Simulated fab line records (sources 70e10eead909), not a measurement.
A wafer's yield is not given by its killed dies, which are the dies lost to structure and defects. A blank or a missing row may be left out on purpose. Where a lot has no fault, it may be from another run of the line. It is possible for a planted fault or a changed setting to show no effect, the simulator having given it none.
Comparing a struck lot with a sound one    flow nand_harc    14 out of 1302 route steps
Sound: the wafers L524.1, L524.2, L524.5. The struck wafers were L530.1, L530.4, L530.5. The cause is named last.
At each step with rows: each side's tool, then ch and its chambers, then its first start. Under that, the readings that differ: sound wafers    struck wafers    difference of the means    sigmas: that difference in standard deviations of wafers without a fault.
alike: readings with means less than 2 such deviations apart, plus words and numbers identical on both sides. not compared: withheld readings, readings lacking a value on some wafer, bounds such as >300 that could conceal the same value, and numbers that have no deviation in the record and whose values overlap.
The two part at a step that has a row with sigmas, a row that says differs or no value, or rows on one side only. Numbers that don't overlap but have no deviation are shown without sigmas and don't part them. Lack of a reading on every wafer of one side parts them only where that side has two or more wafers.

first, 5 steps without rows for these wafers: NHARC_P_M0_SOFTBAKE_04 (time 55 s); NHARC_P_M0_EBR_05; NHARC_P_M0_EXPOSE_06 (exposes mask P M0, target cd 90 nm); NHARC_P_M0_PEB_07 (peb time 65 s); NHARC_P_M0_DEVELOP_08 (develop time 35 s).
NHARC_P_M0_CD_MEAS_09 targets a cd of 90 nm.
  sound on cd_sem-02 ch 0, day 7 16:44; struck on cd_sem-01 ch 0, day 10 07:16
  alike: cd_nm
NHARC_P_M0_OVL_MEAS_10: pitch 180 nm.
  sound on overlay-02, day 7 16:49; struck on overlay-01, day 10 07:21
  alike: overlay_x_nm, overlay_y_nm
NHARC_P_M0_INSPECT_11:
  sound on defect_inspect-02, day 7 16:52; struck on defect_inspect-02, day 10 07:23
  alike: raw_defect_count
NHARC_P_M0_DESCUM_14: chemistry O2, time 3 s.
  sound on rie_diel-08 ch 2,3, day 7 17:01; struck on rie_diel-04 ch 0,1,2, day 10 07:33
  alike: drypump_motor_current_A, oes_product_au, rf_vpp_V, showerhead_plenum_p_Torr, throttle_valve_pct
  not compared: rf_hours_counter_h
NHARC_P_M0_ETCH_34: etches the open film in N2/H2, target depth 40 nm, overetch 12 nm, time 43.94 s.
  sound on rie_diel-08 ch 1,2,3, day 7 17:07; struck on rie_diel-04 ch 1,2, day 10 07:47
  alike: bias_w, drypump_motor_current_A, oes_product_au, rf_vpp_V, showerhead_plenum_p_Torr, throttle_valve_pct
  not compared: rf_hours_counter_h
NHARC_P_M0_ETCH_15: etches the open film in C4F8/Ar, target depth 150 nm, overetch 15 nm, time 82.5 s.
  sound on rie_diel-08 ch 1,3; struck on rie_diel-04 ch 0,1,2
  alike: bias_w, oes_product_au, rf_vpp_V
  not compared: rf_hours_counter_h
NHARC_P_M0_CD_MEAS_16:
  sound on cd_sem-01, day 7 17:21; struck on cd_sem-03, day 10 08:06
  alike: cd_nm
NHARC_P_M0_STRIP_18: strips in N2/H2.
  sound on rie_diel-08 ch 1,2,3, day 7 17:26; struck on rie_diel-04 ch 1,2, day 10 08:11
  no value came back on the struck wafers for any of 7 readings (bias_w (W), chamber_pressure_mTorr (mTorr) and others); on the sound wafers bias_w (W) reads 0 0 0
  not compared: rf_hours_counter_h
then, 1 step without rows for these wafers: NHARC_P_M0_STRIP_19 (strips in post etch residue remover, time 600 s).

== WHERE THEY PART ==
Only at NHARC_P_M0_STRIP_18, as far as this record shows.

WHY: the cause the simulator had injected
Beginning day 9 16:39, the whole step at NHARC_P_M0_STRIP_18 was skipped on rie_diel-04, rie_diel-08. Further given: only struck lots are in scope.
